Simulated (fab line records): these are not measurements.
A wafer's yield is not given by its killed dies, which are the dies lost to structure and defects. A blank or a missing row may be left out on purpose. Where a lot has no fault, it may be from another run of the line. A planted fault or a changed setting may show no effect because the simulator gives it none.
Matching of chambers	flow n5 finfet	N5_BEOL_M1_VIA_ETCH_34 on rie diel-05: 4 sister chambers
The step etches the open film in C4F6/O2, target depth 67.8 nm, time 64.4 s. 4 wafers are shown with their chamber, then 10 later ones without.

WAFERS WITH THEIR CHAMBER
wafer	chamber	throttle valve pct (%)
L091.1	0	30.5
L091.6	3	31.3
L093.2	1	31.6
L093.3	2	30.2

WAFERS WHOSE CHAMBER IS MISSING
wafer	throttle valve pct (%)
L093.5	30.4
L094.1	31.3
L094.4	30.5
L094.5	31.6
L097.1	31.6
L097.2	30.2
L097.3	31.3
L097.4	31.3
L097.5	31.6
L097.6	30.2

EACH ONE'S CHAMBER
wafer	from the rows above	in truth
L093.5	0	0
L094.1	3	3
L094.4	0	0
L094.5	1	1
L097.1	1	1
L097.2	2	2
L097.3	3	3
L097.4	3	3
L097.5	1	1
L097.6	2	2
Correctly placed: 10 of 10. Left unplaced by these rows: 0. 0 placed wrongly.
How it was worked out, from the rows above alone: a wafer's distance from a chamber is the root of the sum, over the readings, of the square of ((its reading less the chamber's mean) divided by the reading's scatter). If the next closest chamber is less than 2 further off than the closest, the wafer can't be placed; otherwise it belongs to the closest. For every chamber, the mean is computed from those of its wafers that are shown. The scatter: with one shown wafer a chamber, the root of the mean of the squares of how far each hidden wafer lies from its nearest shown one.
